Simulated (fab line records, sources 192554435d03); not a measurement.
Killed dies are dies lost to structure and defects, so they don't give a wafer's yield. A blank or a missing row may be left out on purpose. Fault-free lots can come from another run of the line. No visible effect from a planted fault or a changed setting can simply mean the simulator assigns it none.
Which tool did it? :: flow n5-finfet :: 8 lots with 24 wafers sampled at 3 steps, on a route of 1938 steps

WHAT THE GAUGES READ, wafer by wafer
N5_BEOL_M4_RC_MEAS_101. Usual: DIBL_N 36.5 mV/V, standard deviation 1.7; DIBL_P 36.3 mV/V, standard deviation 2.1; IOFF_N 0.16 nA/um, standard deviation 0.036; IOFF_P 0.21 nA/um, standard deviation 0.037; ION_N 676 uA/um, standard deviation 12; ION_P 462 uA/um, standard deviation 7.6; SS_N 71.5 mV/dec, standard deviation 0.68; SS_P 73.3 mV/dec, standard deviation 0.63; VT_N 249 mV, standard deviation 3.5; VT_P -250 mV, standard deviation 3.5.
lot: L327
measured: day 8 16:08
on: prober-02
DIBL_N (mV/V): 37.9 37.5 36.5
DIBL_P (mV/V): 37.5 37.1 36.5
IOFF_N (nA/um): 0.20 0.21 0.18
IOFF_P (nA/um): 0.24 0.24 0.22
ION_N (uA/um): 697 696 685
ION_P (uA/um): 470 476 471
SS_N (mV/dec): 71.8 71.3 71.8
SS_P (mV/dec): 73.1 73.3 72.8
VT_N (mV): 243 242 245
VT_P (mV): -249 -247 -247
flag: 

lot: L333
measured: day 10 03:45
on: prober-01
DIBL_N (mV/V): 32.8 34.0 37.2
DIBL_P (mV/V): 33.4 34.9 39.0
IOFF_N (nA/um): 0.11 0.12 0.18
IOFF_P (nA/um): 0.17 0.19 0.26
ION_N (uA/um): 650 660 685
ION_P (uA/um): 461 457 469
SS_N (mV/dec): 70.6 70.8 71.6
SS_P (mV/dec): 72.6 72.3 73.8
VT_N (mV): 258 252 248
VT_P (mV): -251 -252 -244
flag: 

lot: L337
measured: day 11 06:54
on: prober-01
DIBL_N (mV/V): 35.1 39.3 36.9
DIBL_P (mV/V): 33.4 38.0 36.1
IOFF_N (nA/um): 0.11 0.19 0.15
IOFF_P (nA/um): 0.14 0.20 0.18
ION_N (uA/um): 662 684 673
ION_P (uA/um): 449 454 459
SS_N (mV/dec): 71.0 72.7 71.5
SS_P (mV/dec): 72.6 73.4 73.1
VT_N (mV): 252 247 248
VT_P (mV): -256 -254 -255
flag: 

lot: L338
measured: day 11 11:20
on: prober-01
DIBL_N (mV/V): 34.2 36.2 36.8
DIBL_P (mV/V): 35.5 37.2 38.8
IOFF_N (nA/um): 0.12 0.15 0.18
IOFF_P (nA/um): 0.17 0.19 0.22
ION_N (uA/um): 664 677 686
ION_P (uA/um): 455 457 465
SS_N (mV/dec): 70.5 70.7 71.7
SS_P (mV/dec): 73.1 73.5 74.0
VT_N (mV): 252 249 247
VT_P (mV): -254 -250 -250
flag: 

lot: L340
measured: day 11 11:36
on: prober-02
DIBL_N (mV/V): 38.1 35.3 36.1
DIBL_P (mV/V): 39.7 36.3 37.3
IOFF_N (nA/um): 0.23 0.17 0.19
IOFF_P (nA/um): 0.26 0.21 0.22
ION_N (uA/um): 695 685 688
ION_P (uA/um): 469 467 466
SS_N (mV/dec): 73.0 71.8 71.5
SS_P (mV/dec): 73.4 73.4 73.4
VT_N (mV): 244 250 248
VT_P (mV): -248 -250 -252
flag: 

lot: L345
measured: day 12 20:24
on: prober-01
DIBL_N (mV/V): 34.3 34.4 37.6
DIBL_P (mV/V): 33.5 33.2 38.1
IOFF_N (nA/um): 0.11 0.11 0.17
IOFF_P (nA/um): 0.15 0.14 0.21
ION_N (uA/um): 657 643 670
ION_P (uA/um): 452 441 459
SS_N (mV/dec): 71.1 70.9 71.1
SS_P (mV/dec): 72.8 72.3 73.7
VT_N (mV): 255 261 250
VT_P (mV): -257 -260 -251
flag: 

lot: L346
measured: day 13 01:03
on: prober-02
DIBL_N (mV/V): 37.4 36.9 37.0
DIBL_P (mV/V): 38.3 37.2 37.3
IOFF_N (nA/um): 0.16 0.16 0.16
IOFF_P (nA/um): 0.22 0.21 0.21
ION_N (uA/um): 676 682 667
ION_P (uA/um): 461 461 463
SS_N (mV/dec): 71.4 70.6 71.3
SS_P (mV/dec): 74.0 73.2 72.6
VT_N (mV): 251 250 250
VT_P (mV): -249 -251 -248
flag: 

lot: L347
measured: day 13 05:24
on: prober-01
DIBL_N (mV/V): 35.0 35.4 38.7
DIBL_P (mV/V): 34.1 34.3 38.4
IOFF_N (nA/um): 0.12 0.12 0.18
IOFF_P (nA/um): 0.17 0.17 0.23
ION_N (uA/um): 665 669 678
ION_P (uA/um): 457 455 464
SS_N (mV/dec): 71.3 71.1 72.1
SS_P (mV/dec): 72.2 72.6 74.3
VT_N (mV): 252 252 247
VT_P (mV): -251 -255 -248
flag: 

N5_BEOL_M10_INSPECT_30: inspects for defects (brightfield). Usual: raw-defect-count reads 430 (standard deviation 90).
lot: L327
measured: day 10 16:51
on: defect-inspect-02
raw-defect-count: 333 265 425
flag: 

lot: L333
measured: day 12 06:13
on: defect-inspect-01
raw-defect-count: 476 351 313
flag: 

lot: L337
measured: day 13 16:42
on: defect-inspect-01
raw-defect-count: 388 282 368
flag: 

lot: L338
measured: day 13 15:45
on: defect-inspect-02
raw-defect-count: 322 381 384
flag: 

lot: L340
measured: day 13 16:52
on: defect-inspect-01
raw-defect-count: 323 507 377
flag: 

lot: L345
measured: day 15 08:31
on: defect-inspect-02
raw-defect-count: 631 797 661
flag: 

lot: L346
measured: day 15 04:31
on: defect-inspect-01
raw-defect-count: 552 493 415
flag: 

lot: L347
measured: day 15 08:20
on: defect-inspect-01
raw-defect-count: 385 490 341
flag: 

TOOL THAT RAN EACH LOT (tool first, then ch and the chambers of the sampled wafers, then the start)
lot: L327
N5_BEOL_M10_STRIP_67: rie-diel-03 ch 0,1,2, day 10 16:07

lot: L333
N5_BEOL_M10_STRIP_67: rie-diel-02 ch 0,1, day 12 05:04

lot: L337
N5_BEOL_M10_STRIP_67: rie-diel-02 ch 1,2,3, day 13 15:23

lot: L338
N5_BEOL_M10_STRIP_67: rie-diel-06 ch 0,3, day 13 15:07

lot: L340
N5_BEOL_M10_STRIP_67: rie-diel-03 ch 0,1,2, day 13 15:26

lot: L345
N5_BEOL_M10_STRIP_67: rie-diel-02 ch 0,1,2, day 15 06:11

lot: L346
N5_BEOL_M10_STRIP_67: rie-diel-03 ch 2,3, day 15 01:58

lot: L347
N5_BEOL_M10_STRIP_67: rie-diel-06 ch 1,2,3, day 15 07:28
- N5_BEOL_M10_STRIP_67: strips in CF4.

AS READ BY THE TOOLS THEMSELVES (means over the sampled wafers that have a number; for cases with no such wafer, the mark the record gives instead)
N5_BEOL_M10_STRIP_67. Usual: drypump-motor-current-A 5.7 A, standard deviation 0.33; oes-product-au 0.78 a.u., standard deviation 0.1; rf-vpp-V 271.2 V, standard deviation 1.6; showerhead-plenum-p-Torr 1.80 Torr, standard deviation 0.066; throttle-valve-pct 13.62 %, standard deviation 0.26.
lot: L327
tool: rie-diel-03
drypump-motor-current-A (A): 5.6
oes-product-au (a.u.): 0.71
rf-vpp-V (V): 270.7
showerhead-plenum-p-Torr (Torr): 1.78
throttle-valve-pct (%): 13.69
flag: 

lot: L333
tool: rie-diel-02
drypump-motor-current-A (A): 5.8
oes-product-au (a.u.): 0.70
rf-vpp-V (V): 272.2
showerhead-plenum-p-Torr (Torr): 1.83
throttle-valve-pct (%): 13.94
flag: 

lot: L337
tool: rie-diel-02
drypump-motor-current-A (A): 5.6
oes-product-au (a.u.): 0.78
rf-vpp-V (V): 270.8
showerhead-plenum-p-Torr (Torr): 1.79
throttle-valve-pct (%): 13.81
flag: 

lot: L338
tool: rie-diel-06
drypump-motor-current-A (A): 5.4
oes-product-au (a.u.): 0.71
rf-vpp-V (V): 271.0
showerhead-plenum-p-Torr (Torr): 1.75
throttle-valve-pct (%): 13.62
flag: 

lot: L340
tool: rie-diel-03
drypump-motor-current-A (A): 5.7
oes-product-au (a.u.): 0.78
rf-vpp-V (V): 270.8
showerhead-plenum-p-Torr (Torr): 1.78
throttle-valve-pct (%): 13.55
flag: 

lot: L345
tool: rie-diel-02
drypump-motor-current-A (A): 5.6
oes-product-au (a.u.): 0.93
rf-vpp-V (V): 270.6
showerhead-plenum-p-Torr (Torr): 1.80
throttle-valve-pct (%): 13.33
flag: 

lot: L346
tool: rie-diel-03
drypump-motor-current-A (A): 6.0
oes-product-au (a.u.): 0.83
rf-vpp-V (V): 271.5
showerhead-plenum-p-Torr (Torr): 1.85
throttle-valve-pct (%): 13.45
flag: 

lot: L347
tool: rie-diel-06
drypump-motor-current-A (A): 5.6
oes-product-au (a.u.): 0.83
rf-vpp-V (V): 271.6
showerhead-plenum-p-Torr (Torr): 1.79
throttle-valve-pct (%): 13.49
flag: 

THE ANSWER, worked out from the rows above alone
Rule: take the mean of a lot's wafers that have a number; if it is more than 3 standard deviations from the usual mean, the lot is off. A lot without any number at a reading at which 4 lots or more have one is off too. The other lots that the step has rows for count as sound. Order of review: gauges by route order, followed by the tools' own readings, for which a lot's mean as printed above is used. At the first step where some lot is off, the reading lying furthest off is the one used; lots without a number count as furthest.
No lot is off at any reading shown: from this, nothing can be told.

WHAT THE SIMULATOR HAD INSERTED
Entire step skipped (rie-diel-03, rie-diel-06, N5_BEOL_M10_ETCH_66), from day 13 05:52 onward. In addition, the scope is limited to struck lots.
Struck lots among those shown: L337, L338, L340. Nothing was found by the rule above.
